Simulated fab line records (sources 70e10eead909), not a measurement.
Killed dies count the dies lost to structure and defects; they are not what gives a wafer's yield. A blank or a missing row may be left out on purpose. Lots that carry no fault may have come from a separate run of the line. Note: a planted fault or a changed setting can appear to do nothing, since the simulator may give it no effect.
Struck lot and sound lot, side by side || flow nand harc || 15 steps out of a route of 1302
Sound: these wafers, L609.1, L609.4, L609.5. Struck: wafer L603.5; the same lot's L603.1 was not struck, so it is left out; see the end for the cause.
Order at every step that has rows: each side's tool, ch and its chambers, its first start. Under that, the readings that differ: sound wafers || struck wafers || difference of the means || sigmas: that difference in standard deviations of wafers without a fault.
alike: same words and numbers on both sides, and readings whose means sit less than 2 such deviations apart. not compared: any withheld reading, any reading some wafer has no value for, any bound like >300 that may hide the same value, and any number with overlapping values for which the record gives no deviation.
A row with sigmas, a row that says differs or no value, or rows on one side alone: a step with any of these is where the two part. Non-overlapping numbers with no deviation appear without sigmas and do not part them. A reading missing from all wafers of one side parts the sides only when that side holds two or more wafers.

first, 5 steps without rows for these wafers: NHARC_A_CONTACT_SOFTBAKE_37 (time 55 s); NHARC_A_CONTACT_EBR_38; NHARC_A_CONTACT_EXPOSE_39 (exposes mask A CC 3); NHARC_A_CONTACT_PEB_40 (peb time 65 s); NHARC_A_CONTACT_DEVELOP_41 (develop time 35 s).
NHARC_A_CONTACT_CD_MEAS_42: target cd 300 nm.
  sound on cd sem-02 ch 0, day 27 15:31; struck on cd sem-03 ch 0, day 25 17:36
  alike: cd nm
NHARC_A_CONTACT_OVL_MEAS_43:
  struck on overlay-02, day 25 17:41; sound on overlay-01, day 27 15:37
{"reading": "overlay y nm (nm)", "sound": "1.0 0.5 0.8", "struck": -0.6, "difference": -1.4, "sigmas": -2}
  alike: overlay x nm
NHARC_A_CONTACT_INSPECT_44:
  struck on defect inspect-01, day 25 17:44; sound on defect inspect-02, day 27 15:39
  alike: raw defect count
NHARC_A_CONTACT_DESCUM_47: chemistry O2, time 3 s.
  sound on rie diel-01 ch 1,3, day 27 15:43; struck on rie diel-04 ch 0, day 25 17:48
  alike: drypump motor current A, oes product au, rf vpp V, showerhead plenum p Torr, throttle valve pct
  not compared: rf hours counter h
NHARC_A_CONTACT_ETCH_48: etches the open film in CF4, target depth 39 nm, time 65 s.
  sound on rie diel-01 ch 1,2,3, day 27 15:48; struck on rie diel-04 ch 1, day 25 17:52
  alike: bias w, cf4 flow sccm, drypump motor current A, oes product au, rf vpp V, run length s, showerhead plenum p Torr, throttle valve pct
  not compared: rf hours counter h
NHARC_A_CONTACT_ETCH_49: etches the open film in N2/H2, target depth 260 nm, time 475.3 s.
  sound: rie diel-01 ch 1,2; struck: rie diel-04 ch 0
  alike: bias w, drypump motor current A, h2 flow sccm, oes product au, rf vpp V, run length s, showerhead plenum p Torr, throttle valve pct
  not compared: rf hours counter h
NHARC_A_CONTACT_ETCH_50: etches the open film in CF4/CHF3, target depth 121 nm, time 60.5 s.
  sound: rie diel-01 ch 0,1,2; struck: rie diel-04 ch 3
{"reading": "run length s (s)", "sound": "81.7 80.9 81.9", "struck": 82.3, "difference": "+0.8", "sigmas": "+2"}
  alike: bias w, cf4 flow sccm, drypump motor current A, oes product au, rf vpp V, showerhead plenum p Torr, throttle valve pct
  not compared: rf hours counter h
NHARC_A_CONTACT_ETCH_51: etches the open film in O2/COS, target depth 7000 nm, time 1820 s.
  sound on rie diel-01 ch 0,1,2, day 27 16:20; struck on rie diel-04 ch 2, day 25 18:39
{"reading": "run length s (s)", "sound": "1841.0 1840.4 1841.7", "struck": 1310.3, "difference": -530.7, "sigmas": "-99 or more"}
{"reading": "throttle valve pct (%)", "sound": "28.335 28.336 28.339", "struck": 28.315, "difference": -0.022, "sigmas": -2}
  alike: drypump motor current A, oes product au, rf vpp V, showerhead plenum p Torr
  not compared: bias w, rf hours counter h
NHARC_A_CONTACT_ETCH_111: etches the open film in C4F8/O2/Ar, time 140 s, target depth 700 nm.
  sound on har cap etch-02 ch 0,1, day 27 17:33; struck on har cap etch-02 ch 1, day 25 19:36
  alike: run length s
  not compared: rf hours counter h
-- jump in the record: it breaks off in module A_CONTACT and resumes in module END (first step shown: number 1302 of the route), and 3 days separate the struck wafers' starts before and after --
NHARC_END_SORT_01:
  here the record holds rows for the struck wafers (prober-02 ch 0, day 28 17:39) but none for the sound ones

## WHERE THEY PART
At NHARC_A_CONTACT_OVL_MEAS_43 first; at NHARC_END_SORT_01 last (within this record only).

WHY: what had been put in by the simulator
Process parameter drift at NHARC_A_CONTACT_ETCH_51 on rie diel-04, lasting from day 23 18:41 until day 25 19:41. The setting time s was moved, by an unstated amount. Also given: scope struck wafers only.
